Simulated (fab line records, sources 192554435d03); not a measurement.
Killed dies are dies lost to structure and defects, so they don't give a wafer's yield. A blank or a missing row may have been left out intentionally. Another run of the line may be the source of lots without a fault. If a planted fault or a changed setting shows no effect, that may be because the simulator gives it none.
A struck lot beside a sound one    flow n5-finfet    15 steps out of a route of 1938
Sound: the wafers L152.2, L152.5, L152.6. The struck wafers were L150.1, L150.2, L150.6. The cause is given at the end.
Each step with rows lists, per side, the tool, then ch with its chambers, then its first start. Under that, the readings that differ: sound wafers    struck wafers    difference of the means    sigmas: that difference in standard deviations of wafers without a fault.
alike: readings whose means differ by less than 2 such deviations, and words and numbers that are the same on both sides. not compared: withheld readings, readings that some wafer has no value for, bounds like >300 that may hide the same value, and numbers for which the record gives no deviation and whose values overlap.
Wherever a step has rows on one side only, a row that says differs or no value, or a row with sigmas, the two part there. When numbers do not overlap yet have no deviation, they are printed without sigmas and do not part them. Lack of a reading on every wafer of one side parts them only where that side has two or more wafers.

first, 1 step without rows for these wafers: N5_BEOL_M13_HARDBAKE_14 (time 120 s).
N5_BEOL_M13_CD_MEAS_10 targets a cd of 190 nm.
  sound on cd-sem-02 ch 0, day 17 15:01; struck on cd-sem-03 ch 0, day 17 13:55
  alike: cd-nm
N5_BEOL_M13_OVL_MEAS_11:
  sound on overlay-01 ch 0, day 17 15:03; struck on overlay-02 ch 0, day 17 13:57
  alike: V12_OVL
N5_BEOL_M13_INSPECT_12: inspects for defects (macro).
  struck on defect-inspect-02, day 17 13:59; sound on defect-inspect-01, day 17 15:05
  alike: raw-defect-count
N5_BEOL_M13_DESCUM_15: chemistry O2, time 7.9 s.
  sound on rie-diel-02 ch 1,2,3, day 17 15:07; struck on rie-diel-02 ch 0,2, day 17 14:01
  alike: drypump-motor-current-A, oes-product-au, rf-vpp-V, showerhead-plenum-p-Torr, throttle-valve-pct
  not compared: rf-hours-counter-h
N5_BEOL_M13_ETCH_59: etches BARC in N2/H2, target depth 89 nm, overetch 26.7 nm, time 67.9 s.
  sound on rie-diel-02 ch 1,2,3, day 17 15:08; struck on rie-diel-02 ch 0,2, day 17 14:03
  alike: bias-w, drypump-motor-current-A, oes-product-au, rf-vpp-V, showerhead-plenum-p-Torr, throttle-valve-pct
  not compared: rf-hours-counter-h
N5_BEOL_M13_VIA_ETCH_16: etches SiOC in C4F8/O2/Ar, target depth 921.7 nm.
  sound on rie-diel-02 ch 1,2,3, day 17 15:12; struck on rie-diel-02 ch 0,2, day 17 14:06
  alike: C4F8_flow_sccm, bias-w, drypump-motor-current-A, he-inner-torr, oes-product-au, rf-vpp-V, showerhead-plenum-p-Torr, throttle-valve-pct
N5_BEOL_M13_STRIP_63: strips in N2/H2.
  sound on plasma-asher-01 ch 0,1, day 17 15:26; struck on plasma-asher-02 ch 0,1, day 17 14:20
  alike: drypump-motor-current-A, heater-power-w, oes-product-au, strip-time-to-endpoint-s
  not compared: rf-hours-counter-h
N5_BEOL_M13_STRIP_64: strips in N2/H2.
  sound on plasma-asher-01 ch 0,1, day 17 15:29; struck on plasma-asher-02 ch 0,1, day 17 14:24
reading                       sound              struck             difference  sigmas
strip-time-to-endpoint-s (s)  31.24 31.15 31.29  31.34 31.41 31.46  +0.18       +3
  alike: drypump-motor-current-A, heater-power-w, oes-product-au
  not compared: rf-hours-counter-h
then, 2 steps without rows for these wafers: N5_BEOL_M13_STRIP_71 (strips in post etch residue remover, time 60 s); N5_BEOL_M13_SRD_72 (time 30 s, dry time 30 s).
N5_BEOL_M13_CD_MEAS_17 targets a cd of 190 nm.
  struck on cd-sem-01, day 17 14:33; sound on cd-sem-02, day 17 15:38
  alike: cd-nm
N5_BEOL_M13_COAT_65: time 60 s, resist thk 350 nm.
  sound on litho-track-03 ch 0, day 17 15:41; struck on litho-track-01 ch 0, day 17 14:35
reading                                    sound                 struck                difference  sigmas
spin-speed-rpm (rpm)                       1499.5 1500.1 1501.8  1378.8 1380.9 1380.7  -120.3      -99 or more
model.SOC_of_BEOL_M13_COAT_65.thk-nm (nm)  348.4 350.4 349.2     364.8 364.6 364.8     +15.4       
then, 2 steps without rows for these wafers: N5_BEOL_M13_COAT_66 (time 60 s, resist thk 110 nm); N5_PASSIVATION_PROBE_49.

## WHERE THEY PART
At N5_BEOL_M13_STRIP_64 first; at N5_BEOL_M13_COAT_65 last (within this record only).

WHY: what the simulator had put in
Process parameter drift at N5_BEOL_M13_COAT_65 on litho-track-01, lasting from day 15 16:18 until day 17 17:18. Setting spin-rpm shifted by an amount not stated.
